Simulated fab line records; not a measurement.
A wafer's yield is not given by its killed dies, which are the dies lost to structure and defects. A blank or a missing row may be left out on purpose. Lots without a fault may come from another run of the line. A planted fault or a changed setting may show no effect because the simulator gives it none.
Which tool was responsible? | flow n5Finfet | 10 lots with 30 wafers sampled at 5 steps, on a route of 1938 steps

== WHAT THE GAUGES READ, wafer by wafer ==
N5_BEOL_M7_THK_MEAS_01.
lot  | measured     | on           | M7_ILD_THK (nm)
L789 | day 9 13:57  | filmMetro-01 | 151.2 154.4 152.9
L791 | day 10 08:30 | filmMetro-01 | 152.6 155.8 157.3
L792 | day 11 02:10 | filmMetro-01 | 154.1 154.5 159.1
L794 | day 11 07:20 | filmMetro-01 | 155.4 157.1 159.2
L795 | day 11 11:33 | filmMetro-02 | 151.9 156.7 152.7
L796 | day 11 18:23 | filmMetro-02 | 150.8 154.1 153.4
L806 | day 14 13:46 | filmMetro-01 | 152.9 154.6 154.2
L805 | day 15 04:37 | filmMetro-02 | 155.5 156.4 157.0
L808 | day 15 07:59 | filmMetro-01 | 154.0 152.1 157.3
L809 | day 16 05:46 | filmMetro-02 | 153.0 156.0 156.6

== WHAT TOOL EACH LOT RAN ON (gives the tool, then ch and the chambers of the sampled wafers, and finally the start) ==
lot  | N5_BEOL_M6_ETCH_65                | N5_BEOL_M6_SPUTTER_48       | N5_BEOL_M6_ECD_50             | N5_BEOL_M6_CMP_52
L789 | rieDiel-06 ch 0,1,3, day 9 09:46  | pvdSputter-03, day 9 11:30  | ecdCu-01 ch 0,1, day 9 11:37  | cmp-04 ch 0,1,2, day 9 12:58
L791 | rieDiel-01 ch 0,1,3, day 10 03:30 | pvdSputter-02, day 10 06:47 | ecdCu-01 ch 0,1, day 10 06:54 | cmp-04 ch 2,3, day 10 07:28
L792 | rieDiel-06 ch 1,3, day 10 22:17   | pvdSputter-03, day 11 00:06 | ecdCu-02 ch 1, day 11 00:13   | cmp-02 ch 1,2, day 11 00:37
L794 | rieDiel-01 ch 1,2,3, day 11 01:40 | pvdSputter-02, day 11 03:52 | ecdCu-02 ch 0,1, day 11 03:59 | cmp-02 ch 1,2, day 11 04:50
L795 | rieDiel-02 ch 2,3, day 11 06:29   | pvdSputter-02, day 11 08:32 | ecdCu-02 ch 0,1, day 11 08:40 | cmp-04 ch 0,1,2, day 11 09:10
L796 | rieDiel-02 ch 0,1,3, day 11 14:08 | pvdSputter-02, day 11 16:20 | ecdCu-02 ch 0,1, day 11 16:27 | cmp-03 ch 1,2, day 11 16:53
L806 | rieDiel-02 ch 0,2, day 14 09:20   | pvdSputter-02, day 14 11:58 | ecdCu-01 ch 0,1, day 14 12:05 | cmp-02 ch 0,2, day 14 12:40
L805 | rieDiel-01 ch 0,1,3, day 15 00:03 | pvdSputter-03, day 15 02:14 | ecdCu-01 ch 0, day 15 02:22   | cmp-04 ch 0,1,3, day 15 03:35
L808 | rieDiel-02 ch 0,1,2, day 15 03:59 | pvdSputter-01, day 15 06:08 | ecdCu-02 ch 0,1, day 15 06:14 | cmp-04 ch 0,2,3, day 15 06:57
L809 | rieDiel-06 ch 0,3, day 16 01:35   | pvdSputter-01, day 16 03:44 | ecdCu-01 ch 0,1, day 16 03:51 | cmp-03 ch 2,3, day 16 04:29
- N5_BEOL_M6_ETCH_65: etches SiARC in CF4, target depth 15.6 nm, time 26 s.
- N5_BEOL_M6_SPUTTER_48: material Cu, target thk 10 nm, time 1.667 s.
- N5_BEOL_M6_ECD_50: material Cu, target thk 300 nm.
- N5_BEOL_M6_CMP_52: polishes, stops on SiCOH lowk, t overpolish 6.9 s, target thk 80 nm.

== THE ANSWER, worked out from the rows above alone ==
Rule: usual is defined by the lots themselves. Put in order of their means at a reading, lots are off if they are a third of the lots or fewer, leave a main group of 4 or more, and stand apart from it by a gap of 3 or more times the standard deviation of the main group's means; of several such gaps the widest counts. The tables above print the reading to a certain number of digits; a main group whose means all agree to those digits is not used. Also off: a lot with no number at a reading for which 4 or more lots have one. The other lots that the step has rows for count as sound.
Across all readings shown, no lot is off: no conclusion can be drawn from this.

== WHAT THE SIMULATOR HAD PUT IN ==
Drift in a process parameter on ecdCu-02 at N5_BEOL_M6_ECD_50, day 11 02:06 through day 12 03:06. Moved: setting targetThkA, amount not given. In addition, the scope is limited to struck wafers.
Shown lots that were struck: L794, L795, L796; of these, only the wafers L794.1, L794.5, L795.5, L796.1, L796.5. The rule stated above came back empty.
